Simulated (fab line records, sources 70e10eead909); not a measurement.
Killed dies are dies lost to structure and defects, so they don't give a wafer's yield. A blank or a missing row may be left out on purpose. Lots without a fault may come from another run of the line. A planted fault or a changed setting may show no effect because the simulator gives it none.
fab line records	flow nand-harc
record lots=10	wafers=30	last-day=24
route steps=1159 shown A_BLC@990 A_M0@1005 END@1159
lots with no fault: from the same line, run without faults
start-h: start of the lot's first displayed wafer, in hours after the record's first day	wait-h: hours from the lot's prior step to this one	" the same as in the row above	L1.1+2: several wafers, shown together as one row	- no value present, or no start provided	* or withheld: withheld	< > ~ a bound
route shown NAME@n: names a module that has steps shown in the file, with the first one's number in the route	usual: mean and standard deviation over wafers with no fault	same: alike in all rows	chamber/n: place in a boat	sites: readings site by site	_std_site: the standard deviation of these	_edge_site: inner sites' mean taken away from outer sites' mean	radius-mm: how far each site lies from the wafer's centre	mask NAME#n: copy n	behind: tool/chamber where the wafer was last shaped	hold: the reason the lot was held/the length of the hold in hours/how it ended	device: the n, p or np transistor that did not switch	end of line: tests run on the same wafers once the route is complete	for a step that has no rows: nothing shown but its recipe	killed: at the first sort, the dies lost to defects and structure; wafer yield is something else	map: per-die view of a wafer (x killed, . not killed, _ where there is no die)
set.NAME: the run value of the setting; set.NAME@STEP: its run value at that earlier step	model.NAME: the simulator's own value behind a step, which no gauge read
the route's steps for a sample of lots (tables are steps, rows are wafers)
services: the hour from which a tool's chamber was out of use, counted from the record's first day as start-h (under 0 if before that day), plus the number of hours and why
## steps
# step NHARC_A_BLC_CMP_25
# recipe t-overpolish-s=30	target-thk-nm=150
# usual motor-current-A=12.7/1.1	overpolish-run-s=29.999/0.0091	retaining-ring-pressure-frac=1.000/0.005	time-to-endpoint-s=30.3/2.6
# same t-overpolish-s=30
lot.wafer	tool	chamber	start-h	wait-h	motor-current-A	overpolish-run-s	retaining-ring-pressure-frac	time-to-endpoint-s
L986.1	cmp-03	0	417.36	0.5	14.8	30.005	0.999	32.3
L986.6	"	1	"	"	14.1	29.973	0.997	32.4
L986.5	"	2	"	"	10.1	30.005	1.003	25.8
L983.3	cmp-01	0	421.72	0.3	13.2	30.009	1.001	27.6
L983.5	"	1	"	"	12.4	29.988	0.997	28.4
L983.6	"	2	"	"	12.1	29.993	1.002	26.6
L987.1	cmp-01	2	431.02	0.4	11.3	29.998	1.011	30.7
L987.2	"	0	"	"	13.4	29.991	1.002	29.0
L987.6	"	1	"	"	11.9	30.001	0.995	30.3
L988.4	cmp-02	2	445.51	0.3	11.9	29.990	1.001	31.1
L988.2	"	0	"	"	11.2	29.998	1.007	30.4
L988.6	"	1	"	"	12.5	30.009	1.004	28.6
L990.1	cmp-02	3	455.20	0.5	12.7	30.001	0.992	27.9
L990.6	"	2	"	"	11.6	30.003	1.000	28.1
L990.5	"	3	"	"	12.6	29.998	0.997	30.7
L999.3	cmp-01	0	498.91	0.3	12.8	29.997	0.997	24.7
L999.2	"	3	"	"	13.1	29.992	0.991	28.7
L999.6	"	1	"	"	12.8	30.001	0.996	28.6
L100.3	cmp-03	3	513.80	0.3	13.8	30.015	0.998	35.7
L100.1	"	1	"	"	13.5	29.994	0.996	35.0
L100.5	"	3	"	"	13.5	30.000	1.003	34.2
L102.3	cmp-01	3	513.99	0.3	13.1	30.002	0.998	32.9
L102.1	"	0	"	"	13.8	30.006	1.007	29.0
L102.2	"	1	"	"	12.8	29.984	0.999	33.2
L101.3	cmp-02	3	517.14	0.3	12.8	29.984	0.998	29.3
L101.6	"	3	"	"	12.9	30.000	0.998	28.4
L101.5	"	0	"	"	11.7	30.015	1.001	27.9
L103.3	cmp-01	3	540.62	0.3	13.5	29.999	1.005	30.6
L103.2	"	1	"	"	11.8	29.998	1.003	29.7
L103.5	"	3	"	"	12.9	29.995	1.004	32.3
# step NHARC_A_M0_OVL_MEAS_10
# recipe pitch-nm=160
# usual overlay-x-nm=-0.2/0.85	overlay-y-nm=0.0/0.89
lot.wafer	tool	chamber	start-h	wait-h	overlay-x-nm	overlay-y-nm
L986.1	overlay-01	-	418.70	-	0.2	-1.3
L986.5	"	-	"	"	0.4	-1.5
L986.6	"	-	"	"	0.5	-1.1
L983.3	overlay-01	-	423.31	-	-1.1	1.2
L983.5	"	-	"	"	-0.8	1.0
L983.6	"	-	"	"	-1.1	1.5
L987.1	overlay-02	-	432.98	-	-0.3	1.5
L987.2	"	-	"	"	-0.2	1.0
L987.6	"	-	"	"	-0.9	1.1
L988.2	overlay-01	-	446.88	-	-1.0	-1.2
L988.4	"	-	"	"	-0.2	-1.1
L988.6	"	-	"	"	-0.5	-1.0
L990.1	overlay-01	-	456.69	-	0.1	1.3
L990.5	"	-	"	"	0.0	1.0
L990.6	"	-	"	"	-0.6	0.9
L999.2	overlay-01	-	500.33	-	-0.5	0.8
L999.3	"	-	"	"	-0.7	1.2
L999.6	"	-	"	"	-0.9	0.8
L100.1	overlay-02	-	515.07	-	-0.3	-0.5
L100.3	"	-	"	"	0.1	0.3
L100.5	"	-	"	"	-0.3	-0.5
L102.1	overlay-01	-	515.38	-	0.5	0.4
L102.2	"	-	"	"	0.3	0.6
L102.3	"	-	"	"	0.8	0.6
L101.3	overlay-02	-	518.55	-	0.2	-1.1
L101.5	"	-	"	"	1.0	-1.1
L101.6	"	-	"	"	1.3	-1.0
L103.2	overlay-01	-	542.01	-	1.3	-0.1
L103.3	"	-	"	"	0.2	-0.4
L103.5	"	-	"	"	0.3	-0.2
# step NHARC_A_M0_PVD_20
# recipe target-thk-a=50	bias-v=168.6	power-w=15000	chamber-pressure-pa=0.12	time-s=8.06	substrate-temp-c=50	material=TaN
# usual bias-v=168.7/1.5	chamber-pressure-pa=0.12001/0.00023	throttle-valve-pct=29.6/1
lot.wafer	tool	chamber	start-h	wait-h	bias-v	chamber-pressure-pa	throttle-valve-pct
L986.1	pvd-sputter-03	-	-	-	167.9	0.11982	29.6
L986.6	"	-	"	"	169.2	0.11984	29.3
L986.5	"	-	"	"	168.1	0.11986	28.1
L983.3	pvd-sputter-03	-	-	-	166.6	0.1198	28.0
L983.6	"	-	"	"	168.6	0.12018	28.1
L983.5	"	-	"	"	165.9	0.11998	30.5
L987.2	pvd-sputter-01	-	-	-	168.8	0.11985	28.7
L987.1	"	-	"	"	170.4	0.11951	30.8
L987.6	"	-	"	"	168.4	0.12003	30.0
L988.4	pvd-sputter-01	-	-	-	169.6	0.1203	28.5
L988.2	"	-	"	"	168.2	0.12016	30.9
L988.6	"	-	"	"	167.6	0.12021	29.9
L990.1	pvd-sputter-01	-	-	-	169.6	0.12001	29.6
L990.6	"	-	"	"	170.7	0.11944	28.5
L990.5	"	-	"	"	170.1	0.12006	29.7
L999.3	pvd-sputter-03	-	-	-	169.2	0.1197	27.6
L999.2	"	-	"	"	167.3	0.11974	30.2
L999.6	"	-	"	"	167.8	0.1198	30.4
L100.3	pvd-sputter-02	-	-	-	169.4	0.12039	30.4
L100.1	"	-	"	"	167.7	0.1203	31.1
L100.5	"	-	"	"	166.6	0.12037	30.5
L102.1	pvd-sputter-03	-	-	-	169.7	0.1199	29.3
L102.3	"	-	"	"	171.1	0.11976	27.8
L102.2	"	-	"	"	168.4	0.1202	30.5
L101.3	pvd-sputter-03	-	-	-	169.8	0.12005	28.0
L101.5	"	-	"	"	168.7	0.11991	29.1
L101.6	"	-	"	"	169.5	0.11993	27.7
L103.2	pvd-sputter-03	-	-	-	169.6	0.11979	30.4
L103.3	"	-	"	"	170.0	0.11989	29.4
L103.5	"	-	"	"	169.9	0.12017	30.5
# step NHARC_A_M0_ECD_22
# recipe target-thk-a=4000	bath-temp-c=25	material=Cu
# usual bath-heat-duty-pct=6.9/1	bath-temp-c=25.00/0.099
lot.wafer	tool	chamber	start-h	wait-h	bath-heat-duty-pct	bath-temp-c
L986.1	ecd-cu-02	0	420.13	-	5.9	24.78
L986.6	"	1	"	"	6.8	25.09
L986.5	"	0	"	"	6.6	24.91
L983.3	ecd-cu-02	1	424.85	-	6.7	25.07
L983.5	"	0	"	"	6.8	25.12
L983.6	"	1	"	"	7.2	25.20
L987.2	ecd-cu-02	1	434.40	-	-	-
L987.1	"	0	"	"	-	-
L987.6	"	0	"	"	-	-
L988.2	ecd-cu-02	1	448.45	-	-	-
L988.4	"	1	"	"	-	-
L988.6	"	0	"	"	-	-
L990.1	ecd-cu-02	1	458.12	-	7.0	25.02
L990.6	"	0	"	"	6.2	25.04
L990.5	"	1	"	"	7.0	24.96
L999.2	ecd-cu-02	1	501.78	-	6.8	25.00
L999.3	"	1	"	"	7.2	25.06
L999.6	"	1	"	"	6.2	25.06
L100.1	ecd-cu-02	0	516.59	-	6.1	24.96
L100.3	"	0	"	"	6.6	24.97
L100.5	"	1	"	"	6.6	25.21
L102.2	ecd-cu-01	0	516.76	-	9.1	24.86
L102.1	"	1	"	"	5.8	24.95
L102.3	"	0	"	"	8.4	24.83
L101.3	ecd-cu-01	0	520.02	-	7.9	24.87
L101.5	"	0	"	"	8.5	24.95
L101.6	"	1	"	"	6.5	25.03
L103.2	ecd-cu-01	1	543.39	-	6.7	24.92
L103.3	"	1	"	"	5.9	24.98
L103.5	"	0	"	"	8.6	25.06
# step NHARC_A_M0_CMP_23
# recipe t-overpolish-s=20	target-thk-nm=113.75
# usual motor-current-A=12.8/1.3	retaining-ring-pressure-frac=1.000/0.0054	time-to-endpoint-s=28.8/2.1
# same t-overpolish-s=20
lot.wafer	tool	chamber	start-h	wait-h	motor-current-A	retaining-ring-pressure-frac	time-to-endpoint-s
L986.1	cmp-04	0	420.80	-	14.7	1.003	29.1
L986.6	"	0	"	"	14.9	0.996	28.8
L986.5	"	1	"	"	15.0	1.000	26.6
L983.3	cmp-04	2	425.43	-	11.7	0.999	27.4
L983.6	"	2	"	"	11.8	1.002	28.4
L983.5	"	3	"	"	12.0	0.995	24.7
L987.1	cmp-01	0	435.13	-	13.5	0.988	1.2
L987.2	"	2	"	"	12.6	1.006	0.9
L987.6	"	1	"	"	12.1	1.000	1.5
L988.2	cmp-04	2	449.23	-	11.0	1.005	0.6
L988.4	"	0	"	"	14.7	0.996	1.0
L988.6	"	2	"	"	11.6	1.006	4.1
L990.1	cmp-01	2	458.84	-	12.1	0.996	26.2
L990.6	"	0	"	"	14.5	1.004	23.9
L990.5	"	1	"	"	12.6	0.997	27.6
L999.2	cmp-02	0	502.51	-	11.6	1.001	33.2
L999.3	"	1	"	"	12.9	0.997	30.1
L999.6	"	3	"	"	12.4	0.996	28.4
L100.3	cmp-01	3	517.35	-	13.7	0.990	31.8
L100.1	"	1	"	"	12.5	0.994	30.3
L100.5	"	2	"	"	11.9	1.008	32.5
L102.3	cmp-02	3	517.63	-	12.8	0.999	26.0
L102.2	"	0	"	"	12.3	0.996	24.6
L102.1	"	2	"	"	11.5	0.996	29.5
L101.3	cmp-02	1	520.65	-	12.6	0.996	27.5
L101.6	"	1	"	"	12.3	1.004	27.1
L101.5	"	2	"	"	11.1	1.009	28.1
L103.2	cmp-04	1	544.11	-	15.0	0.999	30.9
L103.3	"	3	"	"	11.3	1.005	30.6
L103.5	"	1	"	"	14.6	0.996	30.4
# step NHARC_A_M0_THK_MEAS_24
# recipe thk-meas-gauge=xrf
# usual thk-nm=113.7/1.5
lot.wafer	tool	chamber	start-h	wait-h	thk-nm
L986.1	film-metro-02	-	421.12	-	115.5
L986.5	"	-	"	"	114.5
L986.6	"	-	"	"	114.1
L983.3	film-metro-01	-	425.75	-	116.1
L983.5	"	-	"	"	114.6
L983.6	"	-	"	"	113.8
L987.1	film-metro-01	-	435.45	-	29.5
L987.2	"	-	"	"	29.4
L987.6	"	-	"	"	29.2
L988.2	film-metro-02	-	449.54	-	28.5
L988.4	"	-	"	"	32.2
L988.6	"	-	"	"	31.1
L990.1	film-metro-01	-	459.10	-	114.9
L990.5	"	-	"	"	114.9
L990.6	"	-	"	"	112.2
L999.2	film-metro-02	-	502.77	-	115.5
L999.3	"	-	"	"	114.0
L999.6	"	-	"	"	112.6
L100.1	film-metro-01	-	517.63	-	112.7
L100.3	"	-	"	"	112.7
L100.5	"	-	"	"	112.7
L102.1	film-metro-01	-	517.94	-	112.5
L102.2	"	-	"	"	115.3
L102.3	"	-	"	"	114.0
L101.3	film-metro-01	-	520.96	-	113.4
L101.5	"	-	"	"	113.6
L101.6	"	-	"	"	114.0
L103.2	film-metro-01	-	544.43	-	114.6
L103.3	"	-	"	"	113.6
L103.5	"	-	"	"	114.8
# step NHARC_END_SORT_01
# recipe temp-c=25
# usual defect-limited-yield=95.8/1.2	killed-at-array=24/7.4	killed-at-other=0.5/0.81	killed-at-periphery=3.4/2.3	killed-dies=28/8	killed-open=3.4/1.8	killed-short=2.0/1.4	sort_bin_2_pct=1.3/0.54	sort_bin_3_pct=0.23/0.2	sort_bin_4_pct=2.7/0.77	sort-n-pass=649/8	sort-rim-yield-pct=94.2/2.7	sort-yield-pct=95.8/1.2
# same gross-dies=677	sort_bin_5_pct[%]=0	sort_bin_6_pct[%]=0	sort_bin_7_pct[%]=0	sort_bin_8_pct[%]=0	sort-rim-n-gross=106.00
lot.wafer	tool	chamber	start-h	wait-h	defect-limited-yield[%]	killed-at-array	killed-at-other	killed-at-periphery	killed-dies	killed-open	killed-short	sort_bin_2_pct[%]	sort_bin_3_pct[%]	sort_bin_4_pct[%]	sort-n-pass	sort-rim-yield-pct[%]	sort-yield-pct[%]
L986.1	prober-02	0	465.51	2.6	95.7	23	0	6	29	8	2	1.5	0.15	2.7	648	95.3	95.7
L986.5	prober-02	0	468.70	3.7	94.7	32	0	4	36	5	3	2.1	0	3.2	641	90.6	94.7
L986.6	prober-02	0	469.50	4.0	95.7	25	0	4	29	3	2	0.9	0.44	3.0	648	96.2	95.7
L987.1	prober-02	0	475.28	2.5	0	673	0	4	677	6	1	96.5	0.15	3.4	0	0	0
L987.2	prober-02	0	476.06	2.8	0	676	0	1	677	3	2	97.2	0	2.8	0	0	0
L987.6	prober-02	0	479.21	3.9	0	676	0	1	677	2	2	98.2	0.44	1.3	0	0	0
L988.2	prober-01	0	489.05	2.8	0	676	0	1	677	3	1	97.3	0.15	2.5	0	0	0
L988.4	prober-01	0	490.64	3.4	0	675	1	1	677	0	1	96.6	0.30	3.1	0	0	0
L988.6	prober-01	0	492.23	4.0	0	675	1	1	677	2	3	95.7	0.30	4.0	0	0	0
L990.1	prober-01	0	497.45	2.5	94.5	30	0	7	37	3	1	2.4	0.30	2.8	640	95.3	94.5
L990.5	prober-01	0	500.69	3.7	95.1	24	0	9	33	5	2	1.5	0.44	3.0	644	95.3	95.1
L990.6	prober-01	0	501.49	4.0	95.0	27	0	7	34	4	2	2.1	0.30	2.7	643	93.4	95.0
L999.2	prober-02	0	547.02	2.8	93.6	34	0	9	43	3	2	0.7	1.18	4.4	634	91.5	93.6
L999.3	prober-02	0	547.81	3.1	95.0	28	0	6	34	4	3	1.8	0.59	2.7	643	88.7	95.0
L999.6	prober-02	0	550.20	4.0	95.7	22	0	7	29	3	0	1.9	0.15	2.2	648	93.4	95.7
L100.1	prober-01	0	561.63	2.5	96.2	22	0	4	26	4	0	1.3	0.15	2.4	651	97.2	96.2
L100.3	prober-01	0	563.23	3.1	96.6	19	1	3	23	7	1	1.2	0	2.2	654	96.2	96.6
L100.5	prober-01	0	564.84	3.7	96.5	21	0	3	24	2	2	1.5	0	2.1	653	99.1	96.5
L101.3	prober-01	0	571.06	3.1	95.6	25	0	5	30	4	2	1.3	0.30	2.8	647	89.6	95.6
L101.5	prober-01	0	572.68	3.7	93.9	32	0	9	41	6	3	1.9	0.59	3.5	636	91.5	93.9
L101.6	prober-01	0	573.49	4.0	95.6	28	0	2	30	3	2	0.9	0	3.5	647	96.2	95.6
# killed by level:class
L986.1 A_CHANNEL_HOLE_D1:chamber-film-flake=7 A_SLIT:chamber-film-flake=3 A_SOURCE_PLATE:geometric-particle:open=2 A_SOURCE_PLATE:geometric-particle:short=2 P_STI:chamber-film-flake=2 A_CHANNEL_FILL_D1:chamber-film-flake=2 A_CONTACT:chamber-film-flake=2 P_GATE:geometric-particle:open=1
L986.5 A_CHANNEL_HOLE_D1:chamber-film-flake=8 A_SLIT:chamber-film-flake=5 A_STAIRCASE:chamber-film-flake=5 A_CONTACT:chamber-film-flake=4 A_CHANNEL_FILL_D1:chamber-film-flake=3 A_ONON_D1:geometric-particle:open=2 P_GATE:geometric-particle:open=1 P_M0:geometric-particle:open=1
L986.6 A_CHANNEL_HOLE_D1:chamber-film-flake=13 A_SLIT:chamber-film-flake=5 P_STI:chamber-film-flake=2 A_CONTACT:chamber-film-flake=2 P_CONTACT:geometric-particle:open=1 P_M0:geometric-particle:short=1 A_CHANNEL_FILL_D1:geometric-particle:open=1 A_SGD_CUT:geometric-particle:short=1
L987.1 A_M0:area-ecd=640 A_CHANNEL_HOLE_D1:chamber-film-flake=15 A_SLIT:chamber-film-flake=11 A_STAIRCASE:chamber-film-flake=4 P_CONTACT:geometric-particle:open=2 P_M0:geometric-particle:open=1 P_M2:geometric-particle:open=1 A_CHANNEL_HOLE_D1:geometric-particle:open=1
L987.2 A_M0:area-ecd=651 A_CHANNEL_HOLE_D1:chamber-film-flake=9 A_SLIT:chamber-film-flake=8 A_STAIRCASE:chamber-film-flake=2 A_CONTACT:chamber-film-flake=2 P_CONTACT:geometric-particle:open=1 A_CHANNEL_FILL_D1:geometric-particle:short=1 A_CHANNEL_FILL_D1:geometric-particle:open=1
L987.6 A_M0:area-ecd=660 A_SLIT:chamber-film-flake=7 A_CHANNEL_HOLE_D1:chamber-film-flake=5 P_M1:geometric-particle:short=1 A_SGD_CUT:geometric-particle:short=1 A_CONTACT:geometric-particle:open=1 A_M0:geometric-particle:open=1 A_CONTACT:chamber-film-flake=1
L988.2 A_M0:area-ecd=649 A_SLIT:chamber-film-flake=8 A_CHANNEL_HOLE_D1:chamber-film-flake=7 A_CONTACT:chamber-film-flake=7 A_CONTACT:geometric-particle:open=2 A_WL_FILL:geometric-particle:short=1 A_M1:geometric-particle:open=1 P_GATE:chamber-film-flake=1
L988.4 A_M0:area-ecd=643 A_CHANNEL_HOLE_D1:chamber-film-flake=14 A_CONTACT:chamber-film-flake=8 A_SLIT:chamber-film-flake=7 A_STAIRCASE:chamber-film-flake=2 A_WL_FILL:geometric-particle:short=1 P_BONDPAD:chamber-film-flake=1 THIN_TSV:chamber-film-flake=1
L988.6 A_M0:area-ecd=636 A_CHANNEL_HOLE_D1:chamber-film-flake=16 A_SLIT:chamber-film-flake=14 A_WL_FILL:geometric-particle:short=2 A_CONTACT:geometric-particle:open=2 A_STAIRCASE:chamber-film-flake=2 A_CONTACT:chamber-film-flake=2 A_CHANNEL_FILL_D1:geometric-particle:short=1
L990.1 A_SLIT:chamber-film-flake=12 P_ZERO_WELL:chamber-film-flake=5 A_CONTACT:chamber-film-flake=5 A_CHANNEL_HOLE_D1:chamber-film-flake=4 A_WL_FILL:chamber-film-flake=4 A_CONTACT:geometric-particle:open=2 A_STAIRCASE:chamber-film-flake=2 P_GATE:geometric-particle:short=1
L990.5 A_SLIT:chamber-film-flake=10 A_CHANNEL_HOLE_D1:chamber-film-flake=4 A_CONTACT:chamber-film-flake=4 P_ZERO_WELL:chamber-film-flake=3 P_GATE:geometric-particle:open=1 P_CONTACT:geometric-particle:short=1 P_M1:geometric-particle:open=1 A_CHANNEL_FILL_D1:geometric-particle:open=1
L990.6 A_SLIT:chamber-film-flake=12 P_ZERO_WELL:chamber-film-flake=5 A_CHANNEL_HOLE_D1:chamber-film-flake=3 A_STAIRCASE:chamber-film-flake=3 A_CONTACT:geometric-particle:open=2 A_WL_FILL:chamber-film-flake=2 A_CHANNEL_FILL_D1:geometric-particle:open=1 A_WL_FILL:geometric-particle:short=1
L999.2 A_CHANNEL_HOLE_D1:chamber-film-flake=15 P_GATE:chamber-film-flake=8 A_SLIT:chamber-film-flake=6 A_CONTACT:chamber-film-flake=5 A_STAIRCASE:chamber-film-flake=3 P_M0:geometric-particle:open=1 A_SOURCE_PLATE:geometric-particle:short=1 A_ONON_D1:geometric-particle:short=1
L999.3 A_SLIT:chamber-film-flake=8 A_CHANNEL_HOLE_D1:chamber-film-flake=7 P_GATE:chamber-film-flake=4 A_STAIRCASE:chamber-film-flake=4 A_CONTACT:chamber-film-flake=4 A_ONON_D1:geometric-particle:short=2 P_CONTACT:geometric-particle:short=1 P_M0:geometric-particle:open=1
L999.6 A_SLIT:chamber-film-flake=8 A_CONTACT:chamber-film-flake=5 A_CHANNEL_HOLE_D1:chamber-film-flake=4 P_STI:chamber-film-flake=3 A_STAIRCASE:chamber-film-flake=3 P_GATE:chamber-film-flake=2 P_CONTACT:geometric-particle:open=1 P_M2:geometric-particle:open=1
L100.1 A_CHANNEL_HOLE_D1:chamber-film-flake=10 A_STAIRCASE:chamber-film-flake=5 A_M0:geometric-particle:open=2 P_CONTACT:chamber-film-flake=2 A_SLIT:chamber-film-flake=2 A_CONTACT:chamber-film-flake=2 P_STI:geometric-particle:open=1 A_CHANNEL_HOLE_D1:geometric-particle:open=1
L100.3 A_CHANNEL_HOLE_D1:chamber-film-flake=5 A_CONTACT:chamber-film-flake=4 A_M0:chamber-film-flake=3 P_CONTACT:geometric-particle:open=2 A_CONTACT:geometric-particle:open=2 A_M0:geometric-particle:open=2 A_SOURCE_PLATE:geometric-particle:open=1 P_CONTACT:chamber-film-flake=1
L100.5 A_CONTACT:chamber-film-flake=12 P_STI:chamber-film-flake=3 A_CHANNEL_HOLE_D1:chamber-film-flake=3 A_M1:geometric-particle:short=2 A_CONTACT:geometric-particle:open=1 A_M0:geometric-particle:open=1 A_STAIRCASE:chamber-film-flake=1 A_SLIT:chamber-film-flake=1
L101.3 A_SLIT:chamber-film-flake=10 A_CHANNEL_HOLE_D1:chamber-film-flake=5 A_CONTACT:chamber-film-flake=5 A_CONTACT:geometric-particle:open=2 A_STAIRCASE:chamber-film-flake=2 P_CONTACT:geometric-particle:short=1 P_M0:geometric-particle:open=1 P_M0:geometric-particle:short=1
L101.5 A_SLIT:chamber-film-flake=11 P_M2:chamber-film-flake=6 A_CHANNEL_HOLE_D1:chamber-film-flake=5 A_STAIRCASE:chamber-film-flake=4 A_CONTACT:chamber-film-flake=4 P_M0:geometric-particle:open=2 A_CONTACT:geometric-particle:open=2 A_WL_FILL:chamber-film-flake=2
L101.6 A_SLIT:chamber-film-flake=14 A_CHANNEL_HOLE_D1:chamber-film-flake=4 A_CONTACT:chamber-film-flake=3 A_STAIRCASE:chamber-film-flake=2 P_M0:geometric-particle:open=1 A_SOURCE_PLATE:geometric-particle:open=1 A_CHANNEL_HOLE_D1:geometric-particle:short=1 A_CONTACT:geometric-particle:short=1
## services
tool	chamber	start-h	hours	kind
pvd-sputter-02	-	396.29	10.0	pm
cmp-04	-	399.08	4.0	pm
cmp-04	-	403.08	-	consumable-replace:conditioner
cmp-02	-	422.97	4.0	pm
pvd-sputter-01	-	437.04	1.4	repair
ecd-cu-01	-	448.28	8.0	pm
cmp-03	-	450.16	4.0	pm
pvd-sputter-03	-	458.00	10.0	pm
ecd-cu-01	-	471.59	0.4	repair
cmp-01	-	473.50	4.0	pm
cmp-01	-	477.50	-	consumable-replace:conditioner
cmp-01	-	477.50	-	consumable-replace:pad
cmp-02	-	495.07	2.7	repair
cmp-04	-	497.19	4.0	pm
cmp-04	-	502.11	1.0	repair
pvd-sputter-01	-	503.72	3.3	repair
cmp-02	-	508.23	1.6	repair
pvd-sputter-01	-	514.01	10.0	pm
cmp-02	-	521.11	4.0	pm
cmp-02	-	525.11	-	consumable-replace:conditioner
cmp-02	-	525.11	-	consumable-replace:pad
ecd-cu-02	-	532.02	8.0	pm
cmp-04	-	537.42	2.9	repair
pvd-sputter-02	-	541.73	32.2	repair
## key
first-sign step=NHARC_A_M0_ECD_22	reading=tool-record	direction=missing
effect step=NHARC_A_M0_CMP_23	reading=time-to-endpoint-s	direction=down	sigmas=13	usual=*	struck=*
effect step=NHARC_A_M0_THK_MEAS_24	reading=thk-nm	direction=down	sigmas=58	usual=113.7	struck=30.0
effect step=NHARC_END_SORT_01	reading=sort_bin_2_pct	direction=up	sigmas=99+	usual=1.3	struck=96.9
more-kills-born-at NHARC_A_M0_ECD_22@ecd-cu-02=3879
met-at NHARC_A_M0_ECD_22
struck-lots L987,L988
later-rows-left-out L987.1,L987.2,L987.6,L988.2,L988.4,L988.6
not-acting-at NHARC_A_BLC_CMP_25,NHARC_A_M0_OVL_MEAS_10,NHARC_A_M0_PVD_20
onset-between 424.85 434.40
fault kind=skipped-step-whole	tool=ecd-cu-02	chamber=-	onset-h=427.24	steps=NHARC_A_M0_ECD_22	scope=struck-lots-only
# later-rows-left-out: the simulator's readings of these wafers behind a module that went badly wrong aren't trusted and aren't shown, but for the sort
